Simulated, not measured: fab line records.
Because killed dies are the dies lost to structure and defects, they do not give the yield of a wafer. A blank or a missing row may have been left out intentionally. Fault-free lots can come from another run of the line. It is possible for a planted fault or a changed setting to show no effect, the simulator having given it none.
Split-lot study || flow n5_finfet || 7 lots, 21 wafers read, on a route of 1938 steps

== ON THE SPLIT ==
At N5_FIN_SAQP_ETCH_65 (etches SiO2 in CF4, target depth 4 nm, time 4.4 s), the setting time_s was moved away from the recipe's 4.4 s on 6 of the 21 wafers read, by +7.7% to +18.6%. All remaining wafers had this setting at the recipe value.

Reading taken at the split's own step.

== THE READING ==
etch.depth_nm (the simulator's own value, which no gauge read), in nm, at N5_FIN_SAQP_ETCH_65 (etches SiO2 in CF4, target depth 4 nm, time 4.4 s). The file does not state a usual value for it. The 15 wafers here that ran the recipe average 3.943 nm, standard deviation 0.097 nm.

{"wafer": "L075.1", "tool, chamber at the split": "rie_si-06, 3", "time_s as run, s": 4.4, "against the recipe": "recipe", "etch.depth_nm, nm": 3.903, "against lot-mates on the recipe": "-"}
{"wafer": "L075.2", "tool, chamber at the split": "rie_si-06, 1", "time_s as run, s": 4.4, "against the recipe": "recipe", "etch.depth_nm, nm": 3.837, "against lot-mates on the recipe": "-"}
{"wafer": "L075.6", "tool, chamber at the split": "rie_si-06, 2", "time_s as run, s": 4.739, "against the recipe": "+7.7%", "etch.depth_nm, nm": 4.227, "against lot-mates on the recipe": "+0.357"}
{"wafer": "L077.2", "tool, chamber at the split": "rie_si-06, 0", "time_s as run, s": 5.218, "against the recipe": "+18.6%", "etch.depth_nm, nm": 4.617, "against lot-mates on the recipe": "no lot-mate on the recipe"}
{"wafer": "L077.5", "tool, chamber at the split": "rie_si-06, 0", "time_s as run, s": 5.218, "against the recipe": "+18.6%", "etch.depth_nm, nm": 4.581, "against lot-mates on the recipe": "no lot-mate on the recipe"}
{"wafer": "L077.6", "tool, chamber at the split": "rie_si-06, 1", "time_s as run, s": 5.218, "against the recipe": "+18.6%", "etch.depth_nm, nm": 4.554, "against lot-mates on the recipe": "no lot-mate on the recipe"}
{"wafer": "L081.1", "tool, chamber at the split": "rie_si-06, 0", "time_s as run, s": 4.4, "against the recipe": "recipe", "etch.depth_nm, nm": 3.925, "against lot-mates on the recipe": "-"}
{"wafer": "L081.3", "tool, chamber at the split": "rie_si-06, 2", "time_s as run, s": 4.4, "against the recipe": "recipe", "etch.depth_nm, nm": 3.899, "against lot-mates on the recipe": "-"}
{"wafer": "L081.6", "tool, chamber at the split": "rie_si-06, 2", "time_s as run, s": 4.4, "against the recipe": "recipe", "etch.depth_nm, nm": 3.89, "against lot-mates on the recipe": "-"}
{"wafer": "L083.3", "tool, chamber at the split": "rie_si-06, 1", "time_s as run, s": 4.4, "against the recipe": "recipe", "etch.depth_nm, nm": 3.856, "against lot-mates on the recipe": "-"}
{"wafer": "L083.4", "tool, chamber at the split": "rie_si-06, 2", "time_s as run, s": 4.4, "against the recipe": "recipe", "etch.depth_nm, nm": 3.846, "against lot-mates on the recipe": "-"}
{"wafer": "L083.5", "tool, chamber at the split": "rie_si-06, 2", "time_s as run, s": 4.4, "against the recipe": "recipe", "etch.depth_nm, nm": 3.885, "against lot-mates on the recipe": "-"}
{"wafer": "L084.1", "tool, chamber at the split": "rie_si-06, 0", "time_s as run, s": 4.4, "against the recipe": "recipe", "etch.depth_nm, nm": 3.908, "against lot-mates on the recipe": "-"}
{"wafer": "L084.5", "tool, chamber at the split": "rie_si-06, 2", "time_s as run, s": 4.4, "against the recipe": "recipe", "etch.depth_nm, nm": 3.848, "against lot-mates on the recipe": "-"}
{"wafer": "L084.6", "tool, chamber at the split": "rie_si-06, 3", "time_s as run, s": 5.069, "against the recipe": "+15.2%", "etch.depth_nm, nm": 4.432, "against lot-mates on the recipe": "+0.554"}
{"wafer": "L095.1", "tool, chamber at the split": "rie_si-05, 0", "time_s as run, s": 4.4, "against the recipe": "recipe", "etch.depth_nm, nm": 4.028, "against lot-mates on the recipe": "-"}
{"wafer": "L095.2", "tool, chamber at the split": "rie_si-05, 3", "time_s as run, s": 4.4, "against the recipe": "recipe", "etch.depth_nm, nm": 4.025, "against lot-mates on the recipe": "-"}
{"wafer": "L095.3", "tool, chamber at the split": "rie_si-05, 1", "time_s as run, s": 4.4, "against the recipe": "recipe", "etch.depth_nm, nm": 4.114, "against lot-mates on the recipe": "-"}
{"wafer": "L096.1", "tool, chamber at the split": "rie_si-05, 2", "time_s as run, s": 5.171, "against the recipe": "+17.5%", "etch.depth_nm, nm": 4.825, "against lot-mates on the recipe": "+0.732"}
{"wafer": "L096.4", "tool, chamber at the split": "rie_si-05, 1", "time_s as run, s": 4.4, "against the recipe": "recipe", "etch.depth_nm, nm": 4.139, "against lot-mates on the recipe": "-"}
{"wafer": "L096.6", "tool, chamber at the split": "rie_si-05, 0", "time_s as run, s": 4.4, "against the recipe": "recipe", "etch.depth_nm, nm": 4.047, "against lot-mates on the recipe": "-"}

FIT RESULTS
A straight line over all 21 wafers: etch.depth_nm changes by +0.0372 nm for each +1% of time_s; r = +0.94; the points scatter about the line by 0.1 nm.
The same after taking each lot's own level away (the mean of its wafers on the recipe; 18 wafers): +0.0401 nm for each +1%; r = +0.99; scatter 0.036 nm.
According to that fit, moving time_s by its largest amount changes the reading by 0.75 nm.
Across the lots, their own levels run from 3.8623 to 4.0930 nm, a range of 2.4 times the standard deviation given above.
So the lot-to-lot level changes the slope little: the two slopes agree.
Check: for one of the wafers moved furthest among these (+17.5%), held out of the fit, the line's prediction against its lot-mates is +0.673 nm. It came out at +0.732 nm against them.

== OTHER SPLITS ON THESE WAFERS ==
Other splits were also applied to these wafers ahead of the reading. Each is held against what the fit with the lots' levels taken away leaves over:
{"other split on the same wafers": "N5_ZERO_LAYER_EXPOSE_08 dose_mj", "wafers away from the commonest value": 7, "r with etch.depth_nm (lot level and that fit taken away)": "+0.36"}
{"other split on the same wafers": "N5_ZERO_LAYER_DESCUM_16 time_s", "wafers away from the commonest value": 10, "r with etch.depth_nm (lot level and that fit taken away)": "+0.32"}
{"other split on the same wafers": "N5_FIN_SAQP_HM_DEP_03 time_s", "wafers away from the commonest value": 10, "r with etch.depth_nm (lot level and that fit taken away)": -0.06}
{"other split on the same wafers": "N5_FIN_SAQP_COAT_50 spin_rpm", "wafers away from the commonest value": 9, "r with etch.depth_nm (lot level and that fit taken away)": "+0.18"}

== FILE'S OWN FIT ==
etch.depth_nm changes by +0.0402 nm for each +1% of time_s, r = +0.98.
